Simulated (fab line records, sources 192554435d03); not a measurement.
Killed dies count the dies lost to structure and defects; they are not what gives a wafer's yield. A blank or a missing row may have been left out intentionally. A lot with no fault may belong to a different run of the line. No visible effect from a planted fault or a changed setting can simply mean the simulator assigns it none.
Lot-split experiment / flow n5Finfet / 39 wafers read across 7 lots, on a route 1938 steps long

== ON THE SPLIT ==
At N5_BEOL_M7_DEP_56 (deposits SiCN from 3MS/NH3, target thk 10 nm, time 17.5 s), the setting targetThkA was moved away from the recipe's 100 angstrom on 9 of the 39 wafers read, by -34.7% to +54.0%. All remaining wafers had this setting at the recipe value.

The split's own step is where the reading is taken.

== THE READING ==
SiCN_of_BEOL_M7_DEP_56.thkNm (the simulator's own value, which no gauge read), in nm, at N5_BEOL_M7_DEP_56 (deposits SiCN from 3MS/NH3, target thk 10 nm, time 17.5 s). There is no usual value for it anywhere in the file. Across the 30 wafers here that went through the recipe, the average is 10.0 nm and the standard deviation 0.17 nm.

wafer=L074.1; tool, chamber at the split=pecvd-04, 0,1; targetThkA as run, angstrom=100; against the recipe=recipe; SiCN_of_BEOL_M7_DEP_56.thkNm, nm=10.2; against lot-mates on the recipe=-
wafer=L074.5; tool, chamber at the split=pecvd-04, 0,1; targetThkA as run, angstrom=100; against the recipe=recipe; SiCN_of_BEOL_M7_DEP_56.thkNm, nm=10.2; against lot-mates on the recipe=-
wafer=L074.2; tool, chamber at the split=pecvd-04, 1; targetThkA as run, angstrom=153.3; against the recipe=+53.3%; SiCN_of_BEOL_M7_DEP_56.thkNm, nm=15.2; against lot-mates on the recipe=+5.1
wafer=L074.3; tool, chamber at the split=pecvd-04, 2; targetThkA as run, angstrom=100; against the recipe=recipe; SiCN_of_BEOL_M7_DEP_56.thkNm, nm=10; against lot-mates on the recipe=-
wafer=L074.4; tool, chamber at the split=pecvd-04, 0; targetThkA as run, angstrom=153.3; against the recipe=+53.3%; SiCN_of_BEOL_M7_DEP_56.thkNm, nm=15.4; against lot-mates on the recipe=+5.3
wafer=L074.6; tool, chamber at the split=pecvd-04, 2; targetThkA as run, angstrom=153.3; against the recipe=+53.3%; SiCN_of_BEOL_M7_DEP_56.thkNm, nm=15.6; against lot-mates on the recipe=+5.5
wafer=L083.1; tool, chamber at the split=pecvd-01, 2; targetThkA as run, angstrom=65.35; against the recipe=-34.7%; SiCN_of_BEOL_M7_DEP_56.thkNm, nm=6.4; against lot-mates on the recipe=-3.7
wafer=L083.6; tool, chamber at the split=pecvd-01, 2; targetThkA as run, angstrom=65.35; against the recipe=-34.7%; SiCN_of_BEOL_M7_DEP_56.thkNm, nm=6.4; against lot-mates on the recipe=-3.7
wafer=L083.2; tool, chamber at the split=pecvd-01, 1; targetThkA as run, angstrom=100; against the recipe=recipe; SiCN_of_BEOL_M7_DEP_56.thkNm, nm=10; against lot-mates on the recipe=-
wafer=L083.5; tool, chamber at the split=pecvd-01, 1; targetThkA as run, angstrom=100; against the recipe=recipe; SiCN_of_BEOL_M7_DEP_56.thkNm, nm=10; against lot-mates on the recipe=-
wafer=L083.3; tool, chamber at the split=pecvd-01, 0; targetThkA as run, angstrom=65.35; against the recipe=-34.7%; SiCN_of_BEOL_M7_DEP_56.thkNm, nm=6.8; against lot-mates on the recipe=-3.3
wafer=L083.4; tool, chamber at the split=pecvd-01, 0; targetThkA as run, angstrom=100; against the recipe=recipe; SiCN_of_BEOL_M7_DEP_56.thkNm, nm=10.2; against lot-mates on the recipe=-
wafer=L082.1; tool, chamber at the split=pecvd-04, 0,2; targetThkA as run, angstrom=100; against the recipe=recipe; SiCN_of_BEOL_M7_DEP_56.thkNm, nm=10; against lot-mates on the recipe=-
wafer=L082.5; tool, chamber at the split=pecvd-04, 0,2; targetThkA as run, angstrom=100; against the recipe=recipe; SiCN_of_BEOL_M7_DEP_56.thkNm, nm=10; against lot-mates on the recipe=-
wafer=L082.2; tool, chamber at the split=pecvd-04, 1,2; targetThkA as run, angstrom=100; against the recipe=recipe; SiCN_of_BEOL_M7_DEP_56.thkNm, nm=9.8; against lot-mates on the recipe=-
wafer=L082.3; tool, chamber at the split=pecvd-04, 1,2; targetThkA as run, angstrom=100; against the recipe=recipe; SiCN_of_BEOL_M7_DEP_56.thkNm, nm=9.8; against lot-mates on the recipe=-
wafer=L082.4; tool, chamber at the split=pecvd-04, 0,1; targetThkA as run, angstrom=100; against the recipe=recipe; SiCN_of_BEOL_M7_DEP_56.thkNm, nm=10.2; against lot-mates on the recipe=-
wafer=L082.6; tool, chamber at the split=pecvd-04, 0,1; targetThkA as run, angstrom=100; against the recipe=recipe; SiCN_of_BEOL_M7_DEP_56.thkNm, nm=10.2; against lot-mates on the recipe=-
wafer=L085.1; tool, chamber at the split=pecvd-01, 2; targetThkA as run, angstrom=100; against the recipe=recipe; SiCN_of_BEOL_M7_DEP_56.thkNm, nm=9.6; against lot-mates on the recipe=-
wafer=L085.3; tool, chamber at the split=pecvd-01, 1; targetThkA as run, angstrom=100; against the recipe=recipe; SiCN_of_BEOL_M7_DEP_56.thkNm, nm=9.8; against lot-mates on the recipe=-
wafer=L085.6; tool, chamber at the split=pecvd-01, 1; targetThkA as run, angstrom=100; against the recipe=recipe; SiCN_of_BEOL_M7_DEP_56.thkNm, nm=10; against lot-mates on the recipe=-
wafer=L089.1; tool, chamber at the split=pecvd-04, 2,1,0,2,1,0; targetThkA as run, angstrom=100; against the recipe=recipe; SiCN_of_BEOL_M7_DEP_56.thkNm, nm=10.2; against lot-mates on the recipe=-
wafer=L089.2; tool, chamber at the split=pecvd-04, 2,1,0,2,1,0; targetThkA as run, angstrom=100; against the recipe=recipe; SiCN_of_BEOL_M7_DEP_56.thkNm, nm=10.2; against lot-mates on the recipe=-
wafer=L089.3; tool, chamber at the split=pecvd-04, 2,1,0,2,1,0; targetThkA as run, angstrom=100; against the recipe=recipe; SiCN_of_BEOL_M7_DEP_56.thkNm, nm=10.2; against lot-mates on the recipe=-
wafer=L089.4; tool, chamber at the split=pecvd-04, 2,1,0,2,1,0; targetThkA as run, angstrom=100; against the recipe=recipe; SiCN_of_BEOL_M7_DEP_56.thkNm, nm=10.2; against lot-mates on the recipe=-
wafer=L089.5; tool, chamber at the split=pecvd-04, 2,1,0,2,1,0; targetThkA as run, angstrom=100; against the recipe=recipe; SiCN_of_BEOL_M7_DEP_56.thkNm, nm=10.2; against lot-mates on the recipe=-
wafer=L089.6; tool, chamber at the split=pecvd-04, 2,1,0,2,1,0; targetThkA as run, angstrom=100; against the recipe=recipe; SiCN_of_BEOL_M7_DEP_56.thkNm, nm=10.2; against lot-mates on the recipe=-
wafer=L093.1; tool, chamber at the split=pecvd-02, 2,1,1,1; targetThkA as run, angstrom=100; against the recipe=recipe; SiCN_of_BEOL_M7_DEP_56.thkNm, nm=9.8; against lot-mates on the recipe=-
wafer=L093.2; tool, chamber at the split=pecvd-02, 2,1,1,1; targetThkA as run, angstrom=100; against the recipe=recipe; SiCN_of_BEOL_M7_DEP_56.thkNm, nm=9.8; against lot-mates on the recipe=-
wafer=L093.4; tool, chamber at the split=pecvd-02, 2,1,1,1; targetThkA as run, angstrom=100; against the recipe=recipe; SiCN_of_BEOL_M7_DEP_56.thkNm, nm=9.8; against lot-mates on the recipe=-
wafer=L093.6; tool, chamber at the split=pecvd-02, 2,1,1,1; targetThkA as run, angstrom=100; against the recipe=recipe; SiCN_of_BEOL_M7_DEP_56.thkNm, nm=9.8; against lot-mates on the recipe=-
wafer=L093.3; tool, chamber at the split=pecvd-02, 2; targetThkA as run, angstrom=100; against the recipe=recipe; SiCN_of_BEOL_M7_DEP_56.thkNm, nm=10; against lot-mates on the recipe=-
wafer=L093.5; tool, chamber at the split=pecvd-02, 2; targetThkA as run, angstrom=100; against the recipe=recipe; SiCN_of_BEOL_M7_DEP_56.thkNm, nm=10; against lot-mates on the recipe=-
wafer=L094.1; tool, chamber at the split=pecvd-01, 0; targetThkA as run, angstrom=154; against the recipe=+54.0%; SiCN_of_BEOL_M7_DEP_56.thkNm, nm=15.4; against lot-mates on the recipe=+5.3
wafer=L094.2; tool, chamber at the split=pecvd-01, 1; targetThkA as run, angstrom=100; against the recipe=recipe; SiCN_of_BEOL_M7_DEP_56.thkNm, nm=10; against lot-mates on the recipe=-
wafer=L094.4; tool, chamber at the split=pecvd-01, 1; targetThkA as run, angstrom=100; against the recipe=recipe; SiCN_of_BEOL_M7_DEP_56.thkNm, nm=10; against lot-mates on the recipe=-
wafer=L094.3; tool, chamber at the split=pecvd-01, 0; targetThkA as run, angstrom=100; against the recipe=recipe; SiCN_of_BEOL_M7_DEP_56.thkNm, nm=10.2; against lot-mates on the recipe=-
wafer=L094.5; tool, chamber at the split=pecvd-01, 0; targetThkA as run, angstrom=154; against the recipe=+54.0%; SiCN_of_BEOL_M7_DEP_56.thkNm, nm=15.8; against lot-mates on the recipe=+5.7
wafer=L094.6; tool, chamber at the split=pecvd-01, 1; targetThkA as run, angstrom=154; against the recipe=+54.0%; SiCN_of_BEOL_M7_DEP_56.thkNm, nm=15.6; against lot-mates on the recipe=+5.5
Where a row lists several chambers, the file gives one row for several wafers and doesn't say which wafer went through which chamber.

FIT RESULTS
A straight line over all 39 wafers: SiCN_of_BEOL_M7_DEP_56.thkNm changes by +0.102 nm for each +1% of targetThkA; r = +1.00; the points scatter about the line by 0.18 nm.
The same after taking each lot's own level away (the mean of its wafers on the recipe; 39 wafers): +0.101 nm for each +1%; r = +1.00; scatter 0.14 nm.
According to that fit, moving targetThkA by its largest amount changes the reading by 5.5 nm.
The lots' own levels span 9.80 to 10.20 nm, that is 2.3 times the standard deviation above.
Consequently the slope shifts little with the lot-to-lot level, the two slopes agreeing.
Check: for one of the wafers moved furthest among these (+54.0%), held out of the fit, the line's prediction against its lot-mates is +5.46 nm. It came out at +5.33 nm against them.

== THESE WAFERS: OTHER SPLITS ==
Before the reading, these wafers also passed through other splits. Each is held against what the fit with the lots' levels taken away leaves over:
other split on the same wafers=N5_FIN_SAQP_HM_DEP_72 timeS; wafers away from the commonest value=15; r with SiCN_of_BEOL_M7_DEP_56.thkNm (lot level and that fit taken away)=-0.01
other split on the same wafers=N5_SPACER0_ALD_08 targetThkA; wafers away from the commonest value=9; r with SiCN_of_BEOL_M7_DEP_56.thkNm (lot level and that fit taken away)=-0.10
other split on the same wafers=N5_HKMG_FIN_CVD_62 timeS; wafers away from the commonest value=15; r with SiCN_of_BEOL_M7_DEP_56.thkNm (lot level and that fit taken away)=-0.01
other split on the same wafers=N5_BEOL_M1_ALD_84 aldCycles; wafers away from the commonest value=18; r with SiCN_of_BEOL_M7_DEP_56.thkNm (lot level and that fit taken away)=+0.02
other split on the same wafers=N5_BEOL_M4_ILD_DEP_00 targetThkA; wafers away from the commonest value=18; r with SiCN_of_BEOL_M7_DEP_56.thkNm (lot level and that fit taken away)=+0.15
other split on the same wafers=N5_BEOL_M6_HM_DEP_02 targetThkA; wafers away from the commonest value=18; r with SiCN_of_BEOL_M7_DEP_56.thkNm (lot level and that fit taken away)=+0.15

== THE FILE'S OWN FIT ==
SiCN_of_BEOL_M7_DEP_56.thkNm changes by +0.101 nm for each +1% of targetThkA, r = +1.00.
